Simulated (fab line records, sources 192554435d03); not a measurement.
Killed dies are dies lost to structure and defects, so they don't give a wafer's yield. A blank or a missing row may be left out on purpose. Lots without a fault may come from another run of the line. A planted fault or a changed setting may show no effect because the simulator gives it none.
Chamber matching | flow n5_finfet | N5_BEOL_M9_VIA_ETCH_34 on rie_diel-06: 4 sister chambers
The step etches SiCOH lowk in C4F6/O2, target depth 182.4 nm, time 68.4 s. 7 wafers are shown with their chamber, then 8 later ones without.

WAFERS WITH THEIR CHAMBER
wafer  | chamber | drypump_motor_current_A (A) | showerhead_plenum_p_Torr (Torr)
L081.1 | 0       | 5.1                         | 2.71
L081.2 | 3       | 6.5                         | 2.93
L081.3 | 1       | 6.6                         | 2.99
L085.2 | 2       | 5.9                         | 2.77
L085.3 | 3       | 6.6                         | 2.93
L085.6 | 0       | 5.1                         | 2.71
L089.1 | 1       | 6.6                         | 2.98

WAFERS WITHOUT THEIR CHAMBER
wafer  | drypump_motor_current_A (A) | showerhead_plenum_p_Torr (Torr)
L089.5 | 6.6                         | 2.98
L089.6 | 5.1                         | 2.71
L096.1 | 6.5                         | 2.92
L096.2 | 6.6                         | 2.98
L096.3 | 5.9                         | 2.77
L097.1 | 5.9                         | 2.77
L097.4 | 6.6                         | 2.98
L097.5 | 6.6                         | 2.98

WHICH CHAMBER EACH WENT THROUGH
wafer  | from the rows above | in truth
L089.5 | 1                   | 1
L089.6 | 0                   | 0
L096.1 | 3                   | 3
L096.2 | 1                   | 1
L096.3 | 2                   | 2
L097.1 | 2                   | 2
L097.4 | 1                   | 1
L097.5 | 1                   | 1
Placed correctly: 8 of 8. Can't be placed from these rows: 0. Placed wrongly: 0.
How it was worked out, from the rows above alone: a wafer's distance from a chamber is the root of the sum, over the readings, of the square of ((its reading less the chamber's mean) divided by the reading's scatter). The wafer belongs to the nearest chamber; if the next one is less than 2 further off, it can't be placed. A chamber's mean is the mean of its shown wafers. The scatter: the root of (the sum of the squares of (reading less its chamber's mean) over the shown wafers, divided by (wafers less chambers)).
